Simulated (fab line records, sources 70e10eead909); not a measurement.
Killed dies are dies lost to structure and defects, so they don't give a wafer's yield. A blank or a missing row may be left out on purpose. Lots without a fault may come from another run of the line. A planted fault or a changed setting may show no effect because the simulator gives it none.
One fault seen from 2 desks | flow nand_harc | each desk has only its own numbers; what lay behind them comes last

THE METROLOGY DESK
What the gauges read, lot by lot, whatever tool the lot ran on: means of the sampled wafers that have a number. A lot is out of limits, marked OUT, if its mean lies more than 4 standard deviations from the usual mean; the brackets give that distance.
Columns: A = cd_nm at NHARC_P_CONTACT_CD_MEAS_12, usual 90.1 nm
lot  | first seen here | A
L383 | day 6 07:07     | 90.4
L384 | day 6 21:23     | 89.5
L385 | day 7 07:17     | 90.1
L387 | day 7 23:16     | 90.5
L388 | day 8 05:04     | 89.8
L389 | day 8 18:19     | 89.9
L391 | day 9 15:55     | 90.1
L394 | day 10 18:27    | 90.5
L395 | day 11 08:57    | 90.5
L397 | day 12 00:58    | 89.9
L396 | day 12 01:40    | 89.9
L404 | day 15 03:43    | 89.8
L405 | day 15 11:29    | 90.5
This desk's finding: nothing out of limits on any of the 13 lots.

THE TOOL OWNER'S DESK: cmp-03
The tool's own readings at NHARC_P_CONTACT_CMP_01 (polishes SiO2, target thk 200 nm): means of the sampled wafers that have a number, for each lot that ran on this tool. A lot is out of limits, marked OUT, if its mean lies more than 4 standard deviations from the usual mean; the brackets give that distance.
Columns: A = edge_zone_pressure_frac at NHARC_P_CONTACT_CMP_01, usual 1.000; B = motor_current_A at NHARC_P_CONTACT_CMP_01, usual 12.1 A; C = slurry_filter_dp_kPa at NHARC_P_CONTACT_CMP_01, usual 13.51 kPa
lot  | first seen here | A     | B    | C
L384 | day 6 20:44     | 0.998 | 12.1 | 13.57
L387 | day 7 22:27     | 1.000 | 12.3 | 13.50
L394 | day 10 17:40    | 1.001 | 12.0 | 13.57
L395 | day 11 08:08    | 1.003 | 11.6 | 13.49
L405 | day 15 10:39    | 0.998 | 11.8 | 13.55
This desk's finding: nothing out of limits on any of the 5 lots.

PUT TOGETHER
The metrology desk saw nothing out of limits.
The tool owner's desk saw nothing out of limits.

WHAT THE SIMULATOR HAD PUT IN
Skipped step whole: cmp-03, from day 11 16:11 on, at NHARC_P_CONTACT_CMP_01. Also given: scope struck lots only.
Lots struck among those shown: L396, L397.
